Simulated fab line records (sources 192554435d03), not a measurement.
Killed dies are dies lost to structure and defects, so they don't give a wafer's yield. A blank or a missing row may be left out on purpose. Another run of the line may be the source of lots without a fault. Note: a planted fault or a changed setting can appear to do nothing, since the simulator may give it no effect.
fab line records    flow n5Finfet
record: lots: 7  wafers: 39
route steps=1938 shown FIN_SAQP@125 DUMMY_GATE@246 GATE_CUT@484 MOL_CONTACT_COAG@532
startH: the number of hours between the record's first day and the start of the first shown wafer of the lot    waitH: hours elapsed since this lot's preceding step    " identical to the entry in the row above    L1.1+2: a single row standing in for several wafers    - no value, or no start was given    * or withheld: withheld    < > ~ a bound
route shown NAME@n: names a module that has steps shown in the file, with the first one's number in the route    usual: mean/standard deviation taken from wafers without a fault    same: alike in all rows    chamber/n: place in a boat    sites: each site's reading    _std_site: how widely they spread, as a standard deviation    _edge_site: mean of outer sites minus mean of inner sites    radiusMm: for every site, how far away it sits from the centre of the wafer    mask NAME#n: copy n    behind: the last tool/chamber to shape the wafer    hold: the reason the lot was held/the length of the hold in hours/how it ended    device: the n, p or np transistor that did not switch    end of line: tests of these same wafers at the route's end    a step with no rows: only its recipe    killed: count of dies lost to structure and defects at first sort (not the wafer's yield)    map: a wafer's dies, x killed, . not, _ none there
set.NAME: the setting the step ran with; set.NAME@STEP: the setting that earlier step ran with    model.NAME: the simulator's own value behind a step, which no gauge read
one table per step and one row per wafer, for lots whose settings were changed on purpose
== steps ==
step: N5_FIN_SAQP_SPACER1_ALD_24
recipe: material: SiO2  targetThkA: 203  tempC: 300  aldPrecursorFamily: BDEAS  aldCoReactant: O2-plasma  pulseTimeS: 1  purgeTimeS: 2  coReactantPurgeTimeS: 2  aldCycles: 218  pressureTorr: 2
lot.wafer       tool       chamber    startH  waitH  set.tempC  model.SiO2_of_FIN_SAQP_SPACER1_ALD_24.thkNm
L075.1+4        aldSin-01  0,3        29.69   0.3    300        20.4
L075.2+3+5      "          2,1,3      "       "      310.9      20
L075.6          "          2          "       "      300        20.2
L082.1+5        aldSin-01  3,0        73.22   1.7    300        20.2
L082.2+4        "          1,2        "       "      292.3      21
L082.3          "          0          "       "      292.3      20.8
L082.6          "          1          "       "      300        20.4
L084.1+2+4+5+6  aldSin-01  3,1,0,1,0  83.40   0.3    300        20.4
L084.3          "          2          "       "      300        20.2
L085.1+3+6      aldSin-01  1,0,1      90.26   1.2    300        20.2
L087.1          aldSin-01  1          101.71  0.3    300        20.2
L087.2+3+5      "          0,3,3      "       "      286        21.4
L087.4+6        "          2,0        "       "      300        20.4
L094.1+6        aldSin-02  2          144.22  0.3    300        20.2
L094.2          "          3          "       "      300        20.4
L094.3+4+5      "          1,0,3      "       "      310.4      20
L097.1+2+3      aldSin-02  1,2,0      163.90  1.5    300        20.2
L097.4+5+6      "          3,0,3      "       "      300        20.4
step: N5_FIN_SAQP_SPACER1_ETCHBACK_25
recipe: chemistry: CHF3/O2  mode: anisotropicEtchback  target: SiO2  targetDepthA: 244  timeS: 12.2  pressureMtorr: 30  sourceW: 650  biasW: 170  Ar_flow_sccm: 200  CHF3_flow_sccm: 50  O2_flow_sccm: 5  ionEnergyEv: 200
step: N5_FIN_SAQP_MANDREL1_REMOVE_56
recipe: chemistry: HBr/Cl2/O2  btTimeS: 10  target: a-Si  stopOn: SiNx  endpoint: OES-SiCl  overEtchFrac: 1  icpW: 600  biasW: 22  HBr_flow_sccm: 150  Cl2_flow_sccm: 80  O2_flow_sccm: 5  pressureMtorr: 10
lot.wafer       tool      chamber    startH  waitH  set.tempC@FIN_SAQP_SPACER1_ALD_24  model.FIN_SAQP.cdNm
L075.1+6        rieSi-01  3,2        30.50   0.1    300                                20.2
L075.2+5        "         0,1        "       "      310.9                              20
L075.3          "         1          "       "      310.9                              19.8
L075.4          "         2          "       "      300                                20.4
L082.1+6        rieSi-02  3,0        74.05   0.1    300                                20.2
L082.2+4        "         1,2        "       "      292.3                              21
L082.3          "         0          "       "      292.3                              20.8
L082.5          "         3          "       "      300                                20.4
L084.1+2+3+4+5  rieSi-02  1,3,0,2,3  84.30   0.1    300                                20.2
L084.6          "         0          "       "      300                                20.4
L085.1+3+6      rieSi-01  2,1,1      91.06   0.1    300                                20.2
L087.1+4        rieSi-06  1,0        102.51  0.1    300                                20.2
L087.2+3        "         2,3        "       "      286                                21.4
L087.5          "         1          "       "      286                                21.2
L087.6          "         2          "       "      300                                20.4
L094.1          rieSi-01  2          145.03  0.1    300                                20.2
L094.2+6        "         0,3        "       "      300                                20.4
L094.3+4+5      "         3,1,2      "       "      310.4                              20
L097.1+2+4+5    rieSi-06  2,0,1,3    164.79  0.1    300                                20.2
L097.3+6        "         3,0        "       "      300                                20.4
step: N5_DUMMY_GATE_ETCH_32
recipe: chemistry: CF4  target: SiO2  targetDepthA: 35  timeS: 3.9  ionEnergyEv: 350  pressureMtorr: 10  icpW: 800  biasW: 400  cf4FlowSccm: 80
lot.wafer  tool      chamber  startH  waitH  set.timeS  model.etch.depthNm
L075.1     rieSi-03  2        55.33   0.1    3.9        3.489
L075.2     "         3        "       "      4.391      3.896
L075.3     "         1        "       "      3.9        3.478
L075.4     "         0        "       "      4.391      3.989
L075.5     "         1        "       "      4.391      3.903
L075.6     "         2        "       "      3.9        3.487
L082.1     rieSi-04  1        98.15   0.1    3.9        3.516
L082.2     "         0        "       "      4.658      4.191
L082.3     "         2        "       "      3.9        3.473
L082.4     "         3        "       "      4.658      4.258
L082.5     "         1        "       "      4.658      4.176
L082.6     "         0        "       "      3.9        3.479
L084.1     rieSi-03  1        108.44  0.1    4.595      4.059
L084.2     "         0        "       "      3.9        3.516
L084.3     "         3        "       "      3.9        3.432
L084.4     "         2        "       "      4.595      4.105
L084.5     "         0        "       "      3.9        3.506
L084.6     "         3        "       "      4.595      4.066
L085.1     rieSi-04  0        113.59  0.1    3.9        3.481
L085.3     "         3        "       "      3.9        3.505
L085.6     "         2        "       "      3.9        3.49
L087.1     rieSi-04  1        124.53  0.1    3.9        3.478
L087.2     "         2        "       "      3.9        3.443
L087.3     "         0        "       "      3.9        3.451
L087.4     "         3        "       "      3.9        3.58
L087.5     "         1        "       "      3.9        3.494
L087.6     "         0        "       "      3.9        3.462
L094.1     rieSi-04  0        168.76  0.1    4.267      3.79
L094.2     "         1        "       "      4.267      3.78
L094.3     "         3        "       "      3.9        3.527
L094.4     "         3        "       "      4.267      3.844
L094.5     "         1        "       "      3.9        3.44
L094.6     "         0        "       "      3.9        3.455
L097.1     rieSi-05  2        186.80  0.1    3.9        3.462
L097.2     "         1        "       "      3.38       3.028
L097.3     "         2        "       "      3.9        3.456
L097.4     "         1        "       "      3.38       3.016
L097.5     "         2        "       "      3.38       2.978
L097.6     "         1        "       "      3.9        3.473
step: N5_GATE_CUT_EXPOSE_10
recipe: maskId: GATE_CUT  na: 0.33  sourceShape: annular  sigmaInner: 0.35  sigmaOuter: 0.8  polarization: unpolarized  targetCdNm: 20  doseMj: 43.25
lot.wafer         tool           chamber  startH  waitH  mask        set.doseMj
L075.1+2+3        euvScanner-01  0        92.35   -      GATE_CUT#0  43.25
L075.4+5+6        "              0        "       "      GATE_CUT#0  40.07
L082.1+2+3        euvScanner-02  0        133.44  -      GATE_CUT#0  43.25
L082.4+5+6        "              0        "       "      GATE_CUT#0  41.29
L084.1+3+4        euvScanner-02  0        144.16  -      GATE_CUT#0  40.94
L084.2+5+6        "              0        "       "      GATE_CUT#0  43.25
L085.1+3+6        euvScanner-01  0        149.86  -      GATE_CUT#0  43.25
L087.1+3+6        euvScanner-02  0        162.15  -      GATE_CUT#0  43.25
L087.2+4+5        "              0        "       "      GATE_CUT#0  40.28
L094.1+2+5        euvScanner-02  0        205.74  -      GATE_CUT#0  46.11
L094.3+4+6        "              0        "       "      GATE_CUT#0  43.25
L097.1+2+3+4+5+6  euvScanner-02  0        222.05  -      GATE_CUT#0  43.25
step: N5_GATE_CUT_PEB_11
recipe: pebTempC: 100  pebTimeS: 60  resist: CAR-EUV
step: N5_GATE_CUT_DEVELOP_12
recipe: developTimeS: 30  developer: TMAH  resist: CAR-EUV  rinseLiquid: surfactantRinse  dry: airSpin  devTempC: 23
step: N5_GATE_CUT_CD_MEAS_13
recipe: targetCdNm: 20  landingEnergyEv: 500  detector: seInlens
usual: cdNm: 19.98/0.28
lot.wafer  tool      chamber  startH  waitH  set.doseMj@GATE_CUT_EXPOSE_10  cdNm
L075.1     cdSem-02  0        92.48   -      43.25                          19.70
L075.2     "         0        "       "      43.25                          20.04
L075.3     "         0        "       "      43.25                          19.65
L075.4     "         0        "       "      40.07                          18.12
L075.5     "         0        "       "      40.07                          17.65
L075.6     "         0        "       "      40.07                          18.04
L082.1     cdSem-01  0        133.58  -      43.25                          20.27
L082.2     "         0        "       "      43.25                          20.41
L082.3     "         0        "       "      43.25                          20.13
L082.4     "         0        "       "      41.29                          19.13
L082.5     "         0        "       "      41.29                          19.27
L082.6     "         0        "       "      41.29                          18.77
L084.1     cdSem-01  0        144.29  -      40.94                          18.53
L084.2     "         0        "       "      43.25                          19.43
L084.3     "         0        "       "      40.94                          18.57
L084.4     "         0        "       "      40.94                          18.78
L084.5     "         0        "       "      43.25                          20.12
L084.6     "         0        "       "      43.25                          19.81
L085.1     cdSem-03  0        149.99  -      43.25                          19.69
L085.3     "         0        "       "      43.25                          20.32
L085.6     "         0        "       "      43.25                          20.12
L087.1     cdSem-02  0        162.29  -      43.25                          20.69
L087.2     "         0        "       "      40.28                          18.38
L087.3     "         0        "       "      43.25                          20.55
L087.4     "         0        "       "      40.28                          18.74
L087.5     "         0        "       "      40.28                          18.49
L087.6     "         0        "       "      43.25                          20.37
L094.1     cdSem-02  0        205.87  -      46.11                          21.31
L094.2     "         0        "       "      46.11                          21.26
L094.3     "         0        "       "      43.25                          20.09
L094.4     "         0        "       "      43.25                          20.26
L094.5     "         0        "       "      46.11                          21.53
L094.6     "         0        "       "      43.25                          19.73
L097.1     cdSem-03  0        222.18  -      43.25                          19.78
L097.2     "         0        "       "      43.25                          19.70
L097.3     "         0        "       "      43.25                          19.88
L097.4     "         0        "       "      43.25                          19.95
L097.5     "         0        "       "      43.25                          19.32
L097.6     "         0        "       "      43.25                          19.85
step: N5_GATE_CUT_DESCUM_18
recipe: chemistry: O2  timeS: 7  sourcePowerW: 50  biasPowerW: 20  pressureMtorr: 20  rfFrequencyHz: 2.712e+07  tempC: 40  resist: CAR-EUV  o2FlowSccm: 225
lot.wafer       tool        chamber    startH  waitH  set.doseMj@GATE_CUT_EXPOSE_10  model.GATE_CUT.cdNm
L075.1          rieDiel-02  1          92.61   0.0    43.25                          20
L075.2+3        "           3,0        "       "      43.25                          19.8
L075.4+6        "           2,0        "       "      40.07                          18.2
L075.5          "           1          "       "      40.07                          18
L082.1+2+3      rieDiel-01  2,1,3      133.71  0.0    43.25                          20
L082.4+5        "           0          "       "      41.29                          19
L082.6          "           3          "       "      41.29                          18.8
L084.1+4        rieDiel-01  2,1        144.49  0.1    40.94                          18.4
L084.2+5+6      "           3,3,2      "       "      43.25                          19.8
L084.3          "           0          "       "      40.94                          18.6
L085.1          rieDiel-01  2          150.11  0.0    43.25                          19.6
L085.3+6        "           3,1        "       "      43.25                          19.8
L087.1          rieDiel-02  3          162.41  0.0    43.25                          20.4
L087.2+5        "           2,0        "       "      40.28                          18.4
L087.3+6        "           0,3        "       "      43.25                          20.2
L087.4          "           2          "       "      40.28                          18.8
L094.1+5        rieDiel-01  3          205.99  0.0    46.11                          21.2
L094.2          "           1          "       "      46.11                          21.4
L094.3+4+6      "           0,2,0      "       "      43.25                          20
L097.1+2+4+5+6  rieDiel-06  0,2,2,3,0  223.08  0.8    43.25                          19.8
L097.3          "           3          "       "      43.25                          19.6
step: N5_GATE_CUT_ETCH_28
recipe: chemistry: N2/H2  target: underlayer  targetDepthA: 130  maskMaterial: CAR-EUV  timeS: 10.4  ionEnergyEv: 200  pressureMtorr: 30  sourceW: 840  biasW: 150  n2FlowSccm: 200  h2FlowSccm: 200  ends: cleared
lot.wafer     tool        chamber  startH  waitH  set.doseMj@GATE_CUT_EXPOSE_10  model.GATE_CUT.cdNm
L075.1+2      rieDiel-02  1,3      92.64   0.0    43.25                          20
L075.3        "           0        "       "      43.25                          19.8
L075.4+6      "           2,0      "       "      40.07                          18.2
L075.5        "           1        "       "      40.07                          18
L082.1+2+3    rieDiel-01  2,1,3    133.75  0.0    43.25                          20
L082.4+5      "           0        "       "      41.29                          19
L082.6        "           3        "       "      41.29                          18.8
L084.1+4      rieDiel-01  2,1      144.52  0.0    40.94                          18.4
L084.2+6      "           3,2      "       "      43.25                          19.8
L084.3        "           0        "       "      40.94                          18.6
L084.5        "           3        "       "      43.25                          19.6
L085.1+3+6    rieDiel-01  2,3,1    150.15  0.0    43.25                          19.8
L087.1+3      rieDiel-02  3,0      162.45  0.0    43.25                          20.4
L087.2+5      "           2,0      "       "      40.28                          18.4
L087.4        "           2        "       "      40.28                          18.8
L087.6        "           3        "       "      43.25                          20.2
L094.1+2+5    rieDiel-01  3,1,3    206.03  0.0    46.11                          21.4
L094.3+4+6    "           0,2,0    "       "      43.25                          20
L097.1+4+5+6  rieDiel-06  0,2,3,0  223.11  0.0    43.25                          19.8
L097.2+3      "           2,3      "       "      43.25                          19.6
step: N5_GATE_CUT_ETCH_36
recipe: chemistry: CF4  target: SiARC  targetDepthA: 130  maskMaterial: CAR-EUV  timeS: 21.7  ionEnergyEv: 80  pressureMtorr: 40  sourceW: 545  biasW: 36  Ar_flow_sccm: 100  cf4FlowSccm: 100  ends: cleared
step: N5_GATE_CUT_ETCH_37
recipe: chemistry: N2/H2  target: SOC  targetDepthA: 600  overetchA: 120  maskMaterial: SiARC  tempC: 40  timeS: 90  ionEnergyEv: 200  pressureMtorr: 30  sourceW: 840  biasW: 150  n2FlowSccm: 200  h2FlowSccm: 200
step: N5_GATE_CUT_CUT_ETCH_54
recipe: chemistry: Cl2/BCl3  target: TiN  maskMaterial: SiO2  targetDepthA: 967  pressureMtorr: 10  icpW: 1000  biasW: 126  Cl2_flow_sccm: 53.25  bcl3FlowSccm: 21.75  Ar_flow_sccm: 25  ends: cleared
step: N5_GATE_CUT_CUT_ETCH_55
recipe: chemistry: BCl3  target: HfO2  maskMaterial: SiO2  targetDepthA: 32  ionEnergyEv: 30  pressureMtorr: 5  icpW: 450  biasW: 18  bcl3FlowSccm: 80
step: N5_GATE_CUT_ETCH_47
recipe: chemistry: Cl2/BCl3  target: SiO2  targetDepthA: 100  pressureMtorr: 10  icpW: 1000  biasW: 126  Cl2_flow_sccm: 53.25  bcl3FlowSccm: 21.75  Ar_flow_sccm: 25
lot.wafer   tool         chamber  startH  waitH  set.doseMj@GATE_CUT_EXPOSE_10  model.GATE_CUT.cdNm
L075.1      rieMetal-03  1        93.15   0.0    43.25                          19.8
L075.2      "            0        "       "      43.25                          20.4
L075.3      "            1        "       "      43.25                          19.6
L075.4      "            0        "       "      40.07                          18.6
L075.5      "            0        "       "      40.07                          18.2
L075.6      "            1        "       "      40.07                          17.8
L082.1+2    rieMetal-03  1,0      134.26  0.0    43.25                          20.2
L082.3      "            0        "       "      43.25                          20
L082.4      "            1        "       "      41.29                          19.2
L082.5      "            0        "       "      41.29                          19
L082.6      "            1        "       "      41.29                          18.8
L084.1      rieMetal-01  0        145.04  0.0    40.94                          19
L084.2      "            1        "       "      43.25                          19.4
L084.3      "            1        "       "      40.94                          18.6
L084.4      "            0        "       "      40.94                          18.8
L084.5      "            0        "       "      43.25                          19.8
L084.6      "            1        "       "      43.25                          19.6
L085.1+3    rieMetal-03  0,1      150.65  0.0    43.25                          19.6
L085.6      "            0        "       "      43.25                          19.8
L087.1      rieMetal-03  0        162.95  0.0    43.25                          20.2
L087.2      "            1        "       "      40.28                          18.2
L087.3      "            1        "       "      43.25                          20.4
L087.4      "            0        "       "      40.28                          19
L087.5      "            1        "       "      40.28                          18.4
L087.6      "            0        "       "      43.25                          20.6
L094.1+2+5  rieMetal-03  0,1,0    206.53  0.0    46.11                          21.4
L094.3+6    "            0,1      "       "      43.25                          20.4
L094.4      "            1        "       "      43.25                          20
L097.1      rieMetal-01  0        223.62  0.0    43.25                          20.2
L097.2+6    "            1,0      "       "      43.25                          20
L097.3      "            0        "       "      43.25                          19.6
L097.4      "            1        "       "      43.25                          19.4
L097.5      "            1        "       "      43.25                          19.8
step: N5_MOL_CONTACT_COAG_ETCH_106
recipe: chemistry: N2/H2  target: SOC  targetDepthA: 800  overetchA: 160  maskMaterial: SiARC  tempC: 40  timeS: 120  ionEnergyEv: 200  pressureMtorr: 30  sourceW: 840  biasW: 150  n2FlowSccm: 200  h2FlowSccm: 200
usual: rfVppV: 524.8/2.2
lot.wafer  tool        chamber  startH  waitH  set.sourceW  rfVppV  model.SiARC_of_MOL_CONTACT_COAG_COAT_104.thkNm
L075.1     rieDiel-04  1        96.48   0.0    906          512.0   6.2
L075.2     "           0        "       "      840          525.1   6.4
L075.3     "           3        "       "      906          511.4   6
L075.4     "           2        "       "      906          510.1   6.2
L075.5     "           1        "       "      840          526.0   6.4
L075.6     "           2        "       "      840          524.4   6.4
L082.1     rieDiel-05  0        137.75  0.0    964.4        505.6   6
L082.2     "           1        "       "      840          526.2   6.4
L082.3     "           2        "       "      964.4        500.7   5.8
L082.4     "           3        "       "      964.4        498.0   5.8
L082.5     "           3        "       "      840          521.1   6.4
L082.6     "           2        "       "      840          524.7   6.2
L084.1     rieDiel-03  3        148.48  0.0    970.8        500.0   6
L084.2     "           1        "       "      840          520.3   6.4
L084.3     "           2        "       "      840          527.2   6.4
L084.4     "           0        "       "      840          525.1   6.4
L084.5     "           3        "       "      970.8        501.0   6
L084.6     "           0        "       "      970.8        502.0   6
L085.1     rieDiel-04  3        154.79  0.0    840          524.0   6.4
L085.3     "           0        "       "      840          525.8   6.2
L085.6     "           3        "       "      840          523.7   6.4
L087.1     rieDiel-03  2        166.98  0.0    840          527.5   6.4
L087.2     "           3        "       "      840          523.8   6.4
L087.3     "           0        "       "      840          525.2   6.4
L087.4     "           1        "       "      840          521.1   6.4
L087.5     "           3        "       "      840          523.5   6.6
L087.6     "           2        "       "      840          527.3   6.4
L094.1     rieDiel-05  3        210.10  0.0    840          521.6   6.2
L094.2     "           2        "       "      686.3        562.4   6.8
L094.3     "           1        "       "      840          525.7   6.2
L094.4     "           0        "       "      686.3        565.1   6.8
L094.5     "           0        "       "      686.3        564.6   6.8
L094.6     "           3        "       "      840          522.1   6.2
L097.1     rieDiel-05  3        227.15  0.0    840          522.7   6.2
L097.2     "           1        "       "      840          526.4   6.2
L097.3     "           2        "       "      768.4        541.0   6.4
L097.4     "           3        "       "      768.4        537.5   6.6
L097.5     "           2        "       "      768.4        540.5   6.4
L097.6     "           1        "       "      840          525.7   6.4
== key ==
split: step: N5_FIN_SAQP_SPACER1_ALD_24  setting: tempC  stated: 300  by: wafer
response: step: N5_FIN_SAQP_SPACER1_ALD_24  reading: model.SiO2_of_FIN_SAQP_SPACER1_ALD_24.thkNm  change: -0.165  per: 1%  r: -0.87
response: step: N5_FIN_SAQP_MANDREL1_REMOVE_56  reading: model.FIN_SAQP.cdNm  change: -0.169  per: 1%  r: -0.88
split: step: N5_DUMMY_GATE_ETCH_32  setting: timeS  stated: 3.9  by: wafer
response: step: N5_DUMMY_GATE_ETCH_32  reading: model.etch.depthNm  change: +0.0351  per: 1%  r: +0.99
split: step: N5_GATE_CUT_EXPOSE_10  setting: doseMj  stated: 43.25  by: wafer
response: step: N5_GATE_CUT_CD_MEAS_13  reading: cdNm  change: +0.247  per: 1%  r: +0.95
response: step: N5_GATE_CUT_DESCUM_18  reading: model.GATE_CUT.cdNm  change: +0.232  per: 1%  r: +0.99
response: step: N5_GATE_CUT_ETCH_28  reading: model.GATE_CUT.cdNm  change: +0.239  per: 1%  r: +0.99
response: step: N5_GATE_CUT_ETCH_47  reading: model.GATE_CUT.cdNm  change: +0.219  per: 1%  r: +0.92
split: step: N5_MOL_CONTACT_COAG_ETCH_106  setting: sourceW  stated: 840  by: wafer
response: step: N5_MOL_CONTACT_COAG_ETCH_106  reading: rfVppV  change: -1.8  per: 1%  r: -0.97
response: step: N5_MOL_CONTACT_COAG_ETCH_106  reading: model.SiARC_of_MOL_CONTACT_COAG_COAT_104.thkNm  change: -0.03  per: 1%  r: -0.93
